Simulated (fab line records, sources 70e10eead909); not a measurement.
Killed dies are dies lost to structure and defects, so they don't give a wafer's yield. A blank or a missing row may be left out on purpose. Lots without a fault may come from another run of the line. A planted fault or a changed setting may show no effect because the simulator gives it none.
Chamber matching | flow nand_harc | NHARC_P_GATE_STRIP_108 on rie_diel-02: 4 sister chambers
The step strips in O2. 16 wafers are shown with their chamber, then 8 later ones without.

WAFERS WITH THEIR CHAMBER
wafer  | chamber | showerhead_plenum_p_Torr (Torr) | oes_product_au (a.u.) | throttle_valve_pct (%)
L074.1 | 1       | 3.68                            | 1.011                 | 17.046
L074.2 | 2       | 3.42                            | 1.009                 | 17.027
L074.3 | 3       | 3.57                            | 1.014                 | 17.022
L081.1 | 1       | 3.68                            | 1.005                 | 17.048
L081.2 | 3       | 3.56                            | 1.027                 | 17.039
L081.5 | 1       | 3.67                            | 1.008                 | 17.023
L085.1 | 0       | 3.57                            | 1.011                 | 17.050
L085.4 | 2       | 3.41                            | 1.019                 | 17.038
L085.6 | 2       | 3.41                            | 1.009                 | 17.039
L090.1 | 2       | 3.41                            | 0.990                 | 17.035
L090.4 | 3       | 3.55                            | 1.006                 | 17.047
L090.6 | 0       | 3.56                            | 0.987                 | 17.046
L092.1 | 3       | 3.55                            | 1.015                 | 17.038
L092.2 | 0       | 3.56                            | 1.001                 | 17.045
L092.6 | 0       | 3.56                            | 0.988                 | 17.031
L094.2 | 1       | 3.66                            | 0.984                 | 17.058

SIGNATURES (means of the wafers above)
reading                  | chamber 0 | chamber 1 | chamber 2 | chamber 3 | scatter within a chamber
showerhead_plenum_p_Torr | 3.5625    | 3.6725    | 3.4125    | 3.5575    | 0.00764
oes_product_au           | 0.99675   | 1.00200   | 1.00675   | 1.01550   | 0.0112
throttle_valve_pct       | 17.04300  | 17.04375  | 17.03475  | 17.03650  | 0.0103
Rule: a wafer's distance from a chamber is the root of the sum, over the readings, of the square of ((its reading less the chamber's mean) divided by the reading's scatter). The wafer belongs to the nearest chamber; if the next one is less than 2 further off, it can't be placed. The scatter: the root of (the sum of the squares of (reading less its chamber's mean) over the shown wafers, divided by (wafers less chambers)).

WAFERS WITHOUT THEIR CHAMBER
wafer  | showerhead_plenum_p_Torr (Torr) | oes_product_au (a.u.) | throttle_valve_pct (%)
L094.4 | 3.54                            | 1.013                 | 17.045
L094.5 | 3.66                            | 0.986                 | 17.029
L096.1 | 3.54                            | 1.009                 | 17.044
L096.2 | 3.66                            | 0.986                 | 17.045
L096.6 | 3.66                            | 0.986                 | 17.022
L097.3 | 3.54                            | 1.003                 | 17.046
L097.4 | 3.55                            | 1.013                 | 17.038
L097.6 | 3.40                            | 0.990                 | 17.051

WHICH CHAMBER EACH WENT THROUGH
wafer  | from the rows above     | in truth
L094.4 | can't be placed: 3 or 0 | 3
L094.5 | 1                       | 1
L096.1 | can't be placed: 3 or 0 | 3
L096.2 | 1                       | 1
L096.6 | 1                       | 1
L097.3 | can't be placed: 3 or 0 | 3
L097.4 | can't be placed: 3 or 0 | 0
L097.6 | 2                       | 2
Placed correctly: 4 of 8. Can't be placed from these rows: 4 (the true chamber is among the candidates in 4). Placed wrongly: 0.
